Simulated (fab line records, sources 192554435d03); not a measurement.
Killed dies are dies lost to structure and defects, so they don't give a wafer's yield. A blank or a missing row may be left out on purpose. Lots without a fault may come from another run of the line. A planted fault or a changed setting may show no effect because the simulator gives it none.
Problem report in the 8D (eight disciplines) form, filled by code | flow n5_finfet | the parts of the form that need people (team, actions taken, sign-off) are left out

1. THE PROBLEM
raw_defect_count at N5_FIN_SAQP_INSPECT_40 reads a mean of 1942 on 2 wafers of 1 lot; wafers without a fault read 235 with a standard deviation of 83. That is +21 standard deviations from the usual mean.
The step: inspects for defects (brightfield).
First seen on wafer L773.2, day 7 03:43, on defect_inspect-02. The record holds 24 wafers of 8 lots with a number at this step. Rule for "out", or "out of limits": more than 4 standard deviations from the usual mean. The other wafers with a number count as sound.

2. WHAT IT IS AND WHAT IT IS NOT
question                    | is                | is not
which readings at this step | raw_defect_count  | -
which lots                  | L773              | L753, L755, L756, L758, L760, L763, L765
which wafers of those lots  | L773.2, L773.3    | L773.1
read on which gauges        | defect_inspect-02 | defect_inspect-01
when                        | from day 7 03:43  | up to then (22 sound wafers)

3. SUSPECTS, AND WHAT RULES EACH OUT
Counting: a tool at a process step up to the reading stays a suspect if it ran every lot that is out. Sound lots after the first of them don't rule it out here, since some wafers of a struck lot are sound.
- the gauge at N5_FIN_SAQP_INSPECT_40: ruled out. All the wafers that are out were read on defect_inspect-02, but those of them that N5_FIN_SAQP_ETCH_69 has rows for are out there too, on other tools.
- vapor_etch-02 at N5_FIN_SAQP_RECESS_75 (chemistry HF/NH3, target SiO2, target depth 14.4 nm, afs cycles 3, sublimation time 60 s): kept. It ran the lot that is out, L773 (day 6 23:31); its last sound lot up to then is L763 (day 4 11:00).
- rie_si-04 at N5_FIN_SAQP_MANDREL_ETCH_58 (etches a-Si in HBr/Cl2, stops on SiNx, target depth 45 nm, bt time 10 s, time 27 s): kept. It ran the lot that is out, L773 (day 7 01:25); its last sound lot up to then is L763 (day 4 12:29).
- rie_diel-01 at N5_FIN_SAQP_ETCH_69 (etches SOC in N2/H2, stops on SiNx, target depth 150 nm): kept. It ran the lot that is out, L773 (day 7 02:05); its last sound lot up to then is L753 (day 2 02:20). Its own readings are out on those wafers: oes_product_au.
- rie_diel-04 at N5_FIN_SAQP_SPACER2_ETCHBACK_29 (etches SiO2 in CHF3/O2, target depth 12.2 nm, time 6.1 s): kept. It ran the lot that is out, L773 (day 7 02:50); its last sound lot up to then is L760 (day 3 20:22). Its own readings are out on those wafers: oes_product_au.
- Within vapor_etch-02 at N5_FIN_SAQP_RECESS_75: the wafers that are out ran in chamber 0; their sound lot-mates ran in chamber 1.
- Within rie_si-04 at N5_FIN_SAQP_MANDREL_ETCH_58: the wafers that are out ran in chambers 0, 2; their sound lot-mates ran in chamber 1.
- Within rie_diel-01 at N5_FIN_SAQP_ETCH_69: the wafers that are out ran in chambers 0, 2; their sound lot-mates ran in chamber 1.
- Within rie_diel-04 at N5_FIN_SAQP_SPACER2_ETCHBACK_29: the wafers that are out ran in chambers 0, 1; their sound lot-mates ran in chamber 3.
Left after counting: vapor_etch-02 at N5_FIN_SAQP_RECESS_75, rie_si-04 at N5_FIN_SAQP_MANDREL_ETCH_58, rie_diel-01 at N5_FIN_SAQP_ETCH_69, rie_diel-04 at N5_FIN_SAQP_SPACER2_ETCHBACK_29.

4. THE CAUSE (what the simulator had put in)
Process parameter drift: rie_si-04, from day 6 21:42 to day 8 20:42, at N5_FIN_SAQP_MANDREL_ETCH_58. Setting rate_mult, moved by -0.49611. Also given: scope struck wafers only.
Counting left 4 suspects, and this tool is among them.

5. THE CHAIN OF EFFECTS, in route order
Each row: a reading whose mean over the struck wafers that have a number lies more than 3 standard deviations from the usual. Only readings for which the record gives a usual standard deviation are gone through. hours: the time from each lot's start at the first step in this table that gives one to its start at this step, as a median over the lots. sigmas: the change in usual standard deviations.
hours | step                            | reading              | usual     | on struck wafers | change | sigmas
0     | N5_FIN_SAQP_ETCH_69             | oes_product_au       | 0.77 a.u. | 0.31             | -0.46  | -6.6
1     | N5_FIN_SAQP_SPACER2_ETCHBACK_29 | oes_product_au       | 0.77 a.u. | 0.26             | -0.52  | -6.1
2     | N5_FIN_SAQP_INSPECT_40          | raw_defect_count     | 235       | 1942             | +1707  | +21
304   | N5_PASSIVATION_PROBE_49         | defect_limited_yield | 91.6 %    | 0.1              | -91.5  | -57
304   | N5_PASSIVATION_PROBE_49         | killed_at_front_end  | 38        | 1144             | +1106  | +92
304   | N5_PASSIVATION_PROBE_49         | killed_dies          | 99        | 1180             | +1080  | +60
304   | N5_PASSIVATION_PROBE_49         | killed_on_rim        | 13        | 152              | +139   | +36
304   | N5_PASSIVATION_PROBE_49         | sort_bin_5_function  | 4.9 %     | 97.4             | +92.5  | +92
304   | N5_PASSIVATION_PROBE_49         | sort_n_pass          | 1081      | 0                | -1080  | -60
304   | N5_PASSIVATION_PROBE_49         | sort_yield_pct       | 91.6 %    | 0.1              | -91.5  | -57
The process steps in it:
- N5_FIN_SAQP_ETCH_69: etches SOC in N2/H2, stops on SiNx, target depth 150 nm.
- N5_FIN_SAQP_SPACER2_ETCHBACK_29: etches SiO2 in CHF3/O2, target depth 12.2 nm, time 6.1 s.
- N5_PASSIVATION_PROBE_49

6. WHAT WOULD HAVE CAUGHT IT SOONER
In this record the first reading out of limits at a measuring or inspecting step was taken at day 7 03:43, 6 hours after the fault began at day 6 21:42.
Of the tool readings at N5_FIN_SAQP_MANDREL_ETCH_58 for which the record gives a usual standard deviation, none was out on any struck wafer, so an alarm limit of 4 standard deviations on them would not have fired.
All the lots that are out (1) had begun N5_FIN_SAQP_MANDREL_ETCH_58 on rie_si-04 by day 7 03:43. A hold on the tool at that time would have spared none of them.
